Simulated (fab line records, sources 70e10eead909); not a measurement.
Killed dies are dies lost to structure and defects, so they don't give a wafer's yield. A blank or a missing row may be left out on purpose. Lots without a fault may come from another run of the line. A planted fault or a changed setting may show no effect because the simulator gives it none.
Chamber matching | flow nand_harc | NHARC_P_GATE_DESCUM_48 on rie_diel-11: 4 sister chambers
The step chemistry O2, time 3 s. 8 wafers are shown with their chamber, then 10 later ones without.

WAFERS WITH THEIR CHAMBER
wafer  | chamber | drypump_motor_current_A (A) | showerhead_plenum_p_Torr (Torr)
L080.1 | 3       | 5.74                        | 1.83
L083.3 | 2       | 5.49                        | 1.77
L083.6 | 0       | 5.45                        | 2.02
L094.1 | 1       | 6.42                        | 1.96
L094.3 | 0       | 5.49                        | 2.02
L094.5 | 3       | 5.77                        | 1.82
L095.2 | 2       | 5.53                        | 2.07
L095.4 | 1       | 6.40                        | 1.96

WAFERS WITHOUT THEIR CHAMBER
wafer  | drypump_motor_current_A (A) | showerhead_plenum_p_Torr (Torr)
L095.5 | 5.73                        | 1.82
L097.1 | 6.42                        | 1.96
L097.2 | 5.53                        | 2.07
L097.3 | 5.73                        | 1.82
L096.1 | 6.40                        | 1.96
L096.4 | 5.46                        | 2.01
L096.5 | 6.42                        | 1.96
L096.2 | 5.72                        | 1.82
L096.3 | 5.50                        | 2.07
L096.6 | 5.52                        | 2.07

WHICH CHAMBER EACH WENT THROUGH
wafer  | from the rows above     | in truth
L095.5 | 3                       | 3
L097.1 | 1                       | 1
L097.2 | can't be placed: 2 or 0 | 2
L097.3 | 3                       | 3
L096.1 | 1                       | 1
L096.4 | can't be placed: 0 or 2 | 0
L096.5 | 1                       | 1
L096.2 | 3                       | 3
L096.3 | can't be placed: 0 or 2 | 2
L096.6 | can't be placed: 2 or 0 | 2
Placed correctly: 6 of 10. Can't be placed from these rows: 4 (the true chamber is among the candidates in 4). Placed wrongly: 0.
How it was worked out, from the rows above alone: a wafer's distance from a chamber is the root of the sum, over the readings, of the square of ((its reading less the chamber's mean) divided by the reading's scatter). The wafer belongs to the nearest chamber; if the next one is less than 2 further off, it can't be placed. A chamber's mean is the mean of its shown wafers. The scatter: the root of (the sum of the squares of (reading less its chamber's mean) over the shown wafers, divided by (wafers less chambers)).
